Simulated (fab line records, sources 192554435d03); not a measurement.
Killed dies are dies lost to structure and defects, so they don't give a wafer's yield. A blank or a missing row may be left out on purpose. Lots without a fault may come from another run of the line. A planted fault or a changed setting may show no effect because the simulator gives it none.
Chamber matching | flow n5_finfet | N5_BEOL_M5_PECVD_70 on pecvd-03: 3 sister chambers
The step deposits SiO2 from TEOS/O2, target thk 16 nm, time 18 s. 3 wafers are shown with their chamber, then 8 later ones without.

WAFERS WITH THEIR CHAMBER
wafer  | chamber | showerhead_plenum_p_Torr (Torr)
L078.4 | 2       | 8.86
L083.3 | 1       | 8.74
L091.3 | 0       | 8.88

WAFERS WITHOUT THEIR CHAMBER
wafer  | showerhead_plenum_p_Torr (Torr)
L091.4 | 8.87
L091.6 | 8.88
L090.2 | 8.87
L090.3 | 8.84
L090.5 | 8.85
L097.2 | 8.75
L097.4 | 8.74
L097.5 | 8.84

WHICH CHAMBER EACH WENT THROUGH
wafer  | from the rows above     | in truth
L091.4 | can't be placed: 2 or 0 | 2
L091.6 | can't be placed: 0 or 2 | 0
L090.2 | can't be placed: 2 or 0 | 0
L090.3 | can't be placed: 2 or 0 | 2
L090.5 | can't be placed: 2 or 0 | 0
L097.2 | 1                       | 1
L097.4 | 1                       | 1
L097.5 | can't be placed: 2 or 0 | 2
Placed correctly: 2 of 8. Can't be placed from these rows: 6 (the true chamber is among the candidates in 6). Placed wrongly: 0.
How it was worked out, from the rows above alone: a wafer's distance from a chamber is the root of the sum, over the readings, of the square of ((its reading less the chamber's mean) divided by the reading's scatter). The wafer belongs to the nearest chamber; if the next one is less than 2 further off, it can't be placed. A chamber's mean is the mean of its shown wafers. The scatter: with one shown wafer a chamber, the root of the mean of the squares of how far each hidden wafer lies from its nearest shown one.
